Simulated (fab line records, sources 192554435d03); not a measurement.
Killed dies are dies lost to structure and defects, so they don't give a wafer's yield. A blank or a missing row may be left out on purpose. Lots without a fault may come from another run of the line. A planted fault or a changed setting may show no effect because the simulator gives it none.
One fault seen from 2 desks | flow n5_finfet | each desk has only its own numbers; what lay behind them comes last

THE METROLOGY DESK
What the gauges read, lot by lot, whatever tool the lot ran on: means of the sampled wafers that have a number. A lot is out of limits, marked OUT, if its mean lies more than 4 standard deviations from the usual mean; the brackets give that distance. Of its 11 readings 7 are shown: the one that was out of limits first, and those that lie furthest out on some lot.
Columns: A = M4_ILD_THK at N5_BEOL_M4_THK_MEAS_01, usual 79.4 nm; B = DIBL_P at N5_BEOL_M4_RC_MEAS_101, usual 35.2 mV/V; C = IOFF_N at N5_BEOL_M4_RC_MEAS_101, usual 0.146 nA/um; D = IOFF_P at N5_BEOL_M4_RC_MEAS_101, usual 0.20 nA/um; E = SS_P at N5_BEOL_M4_RC_MEAS_101, usual 73.1 mV/dec; F = VT_N at N5_BEOL_M4_RC_MEAS_101, usual 250 mV; G = VT_P at N5_BEOL_M4_RC_MEAS_101, usual -251 mV
lot  | first seen here | A               | B    | C     | D    | E    | F   | G
L449 | day 8 09:14     | 78.8            | 35.0 | 0.134 | 0.20 | 73.0 | 251 | -250
L453 | day 8 17:11     | 80.8            | 38.2 | 0.180 | 0.21 | 74.2 | 248 | -252
L455 | day 9 05:36     | 79.0            | 36.2 | 0.200 | 0.25 | 74.3 | 244 | -246
L457 | day 9 21:20     | 79.4            | 36.7 | 0.148 | 0.19 | 73.7 | 251 | -253
L458 | day 10 00:31    | 80.6            | 34.0 | 0.149 | 0.18 | 73.3 | 247 | -251
L463 | day 11 10:59    | 78.9            | 34.7 | 0.138 | 0.21 | 72.9 | 250 | -249
L461 | day 11 17:23    | 80.2            | 34.8 | 0.140 | 0.23 | 73.3 | 249 | -246
L464 | day 11 19:11    | 129.4 (+51) OUT | -    | -     | -    | -    | -   | -
L465 | day 11 21:08    | 127.1 (+48) OUT | -    | -     | -    | -    | -   | -
L469 | day 12 22:52    | 103.3 (+24) OUT | 36.1 | 0.176 | 0.21 | 73.8 | 249 | -251
L470 | day 13 12:13    | 79.5            | 33.0 | 0.110 | 0.16 | 72.2 | 254 | -254
L471 | day 13 23:23    | 79.4            | 36.9 | 0.158 | 0.21 | 73.4 | 247 | -250
This desk's finding: out of limits on L464, L465, L469; first on L464, day 11 19:11 (M4_ILD_THK at N5_BEOL_M4_THK_MEAS_01). In limits: L449, L453, L455, L457, L458, L463, L461, L470, L471.

THE TOOL OWNER'S DESK: pecvd-02
The tool's own readings at N5_BEOL_M4_ILD_DEP_00 (deposits SiOC from DEMS/O2, target thk 79 nm, time 15.3 s): means of the sampled wafers that have a number, for each lot that ran on this tool. A lot is out of limits, marked OUT, if its mean lies more than 4 standard deviations from the usual mean; the brackets give that distance.
Columns: A = heater_power_w at N5_BEOL_M4_ILD_DEP_00, usual 551 W; B = showerhead_plenum_p_Torr at N5_BEOL_M4_ILD_DEP_00, usual 5.694 Torr; C = throttle_valve_pct at N5_BEOL_M4_ILD_DEP_00, usual 12.1 %
lot  | first seen here | A   | B     | C
L449 | day 8 09:11     | 609 | 5.692 | 12.7
L453 | day 8 17:08     | 548 | 5.686 | 12.6
L463 | day 11 10:54    | 564 | 5.687 | 12.6
L461 | day 11 17:19    | 632 | 5.692 | 12.8
L464 | day 11 19:06    | 606 | 5.697 | 12.7
L465 | day 11 21:04    | 624 | 5.689 | 12.7
L469 | day 12 22:49    | 554 | 5.684 | 12.6
This desk's finding: nothing out of limits on any of the 7 lots.

PUT TOGETHER
The metrology desk could have raised an alarm at day 11 19:11, on L464, L465, L469.
The tool owner's desk saw nothing out of limits.
The tool owner's desk has L464, L465, L469 on record, within its limits.
Of the lots named, all ran N5_BEOL_M4_ILD_DEP_00 on pecvd-02.

WHAT THE SIMULATOR HAD PUT IN
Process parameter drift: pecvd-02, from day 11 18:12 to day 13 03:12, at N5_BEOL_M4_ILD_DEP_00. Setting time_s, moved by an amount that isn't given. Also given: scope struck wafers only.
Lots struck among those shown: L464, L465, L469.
Hours from the fault's start to each desk's first reading out of limits: the metrology desk, 1.
